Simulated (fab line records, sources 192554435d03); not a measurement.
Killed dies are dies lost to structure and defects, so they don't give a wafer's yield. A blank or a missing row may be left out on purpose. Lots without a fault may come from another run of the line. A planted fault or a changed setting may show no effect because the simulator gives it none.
Chamber matching | flow n5_finfet | N5_BEOL_M5_ETCH_75 on rie_diel-02: 4 sister chambers
The step etches underlayer in N2/H2, target depth 6.5 nm, time 5.2 s. 24 wafers are shown with their chamber, then 12 later ones without.

WAFERS WITH THEIR CHAMBER
wafer  | chamber | drypump_motor_current_A (A) | showerhead_plenum_p_Torr (Torr) | throttle_valve_pct (%)
L076.1 | 3       | 5.9                         | 2.60                            | 17.76
L076.3 | 0       | 6.5                         | 2.40                            | 18.02
L076.6 | 3       | 5.9                         | 2.60                            | 17.78
L075.2 | 1       | 5.9                         | 2.54                            | 18.19
L075.4 | 3       | 5.9                         | 2.60                            | 17.79
L075.6 | 0       | 6.5                         | 2.39                            | 18.02
L078.3 | 2       | 5.3                         | 2.60                            | 17.84
L078.4 | 1       | 5.9                         | 2.54                            | 18.20
L078.5 | 2       | 5.3                         | 2.60                            | 17.81
L080.1 | 3       | 5.9                         | 2.59                            | 17.75
L080.3 | 1       | 5.9                         | 2.54                            | 18.19
L080.6 | 0       | 6.6                         | 2.39                            | 18.03
L079.3 | 1       | 5.9                         | 2.54                            | 18.19
L079.4 | 3       | 5.9                         | 2.59                            | 17.77
L079.6 | 3       | 5.9                         | 2.59                            | 17.79
L082.1 | 2       | 5.2                         | 2.59                            | 17.84
L082.2 | 3       | 5.9                         | 2.59                            | 17.77
L082.4 | 1       | 5.9                         | 2.54                            | 18.21
L083.1 | 0       | 6.5                         | 2.39                            | 18.03
L083.2 | 2       | 5.3                         | 2.59                            | 17.84
L083.4 | 3       | 5.9                         | 2.59                            | 17.78
L091.3 | 2       | 5.2                         | 2.58                            | 17.90
L091.5 | 2       | 5.2                         | 2.58                            | 17.88
L091.6 | 1       | 5.9                         | 2.53                            | 18.23

SIGNATURES (means of the wafers above)
reading                  | chamber 0 | chamber 1 | chamber 2 | chamber 3 | scatter within a chamber
drypump_motor_current_A  | 6.525     | 5.900     | 5.250     | 5.900     | 0.0335
showerhead_plenum_p_Torr | 2.3925    | 2.5383    | 2.5900    | 2.5938    | 0.00611
throttle_valve_pct       | 18.0250   | 18.2017   | 17.8517   | 17.7737   | 0.0201
Rule: a wafer's distance from a chamber is the root of the sum, over the readings, of the square of ((its reading less the chamber's mean) divided by the reading's scatter). The wafer belongs to the nearest chamber; if the next one is less than 2 further off, it can't be placed. The scatter: the root of (the sum of the squares of (reading less its chamber's mean) over the shown wafers, divided by (wafers less chambers)).

WAFERS WITHOUT THEIR CHAMBER
wafer  | drypump_motor_current_A (A) | showerhead_plenum_p_Torr (Torr) | throttle_valve_pct (%)
L092.3 | 6.5                         | 2.70                            | 17.63
L092.4 | 5.9                         | 2.53                            | 18.25
L092.6 | 5.2                         | 2.58                            | 17.89
L093.1 | 6.5                         | 2.70                            | 17.63
L093.2 | 5.9                         | 2.58                            | 17.83
L093.4 | 5.9                         | 2.52                            | 18.26
L094.1 | 5.9                         | 2.58                            | 17.83
L094.2 | 6.5                         | 2.70                            | 17.66
L094.5 | 5.3                         | 2.58                            | 17.89
L097.2 | 5.3                         | 2.58                            | 17.88
L097.4 | 5.9                         | 2.52                            | 18.26
L097.5 | 5.3                         | 2.58                            | 17.90

WHICH CHAMBER EACH WENT THROUGH
wafer  | from the rows above | in truth
L092.3 | 3                   | 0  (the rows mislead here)
L092.4 | 1                   | 1
L092.6 | 2                   | 2
L093.1 | 3                   | 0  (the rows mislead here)
L093.2 | 3                   | 3
L093.4 | 1                   | 1
L094.1 | 3                   | 3
L094.2 | 3                   | 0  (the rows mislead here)
L094.5 | 2                   | 2
L097.2 | 2                   | 2
L097.4 | 1                   | 1
L097.5 | 2                   | 2
Placed correctly: 9 of 12. Can't be placed from these rows: 0. Placed wrongly: 3.
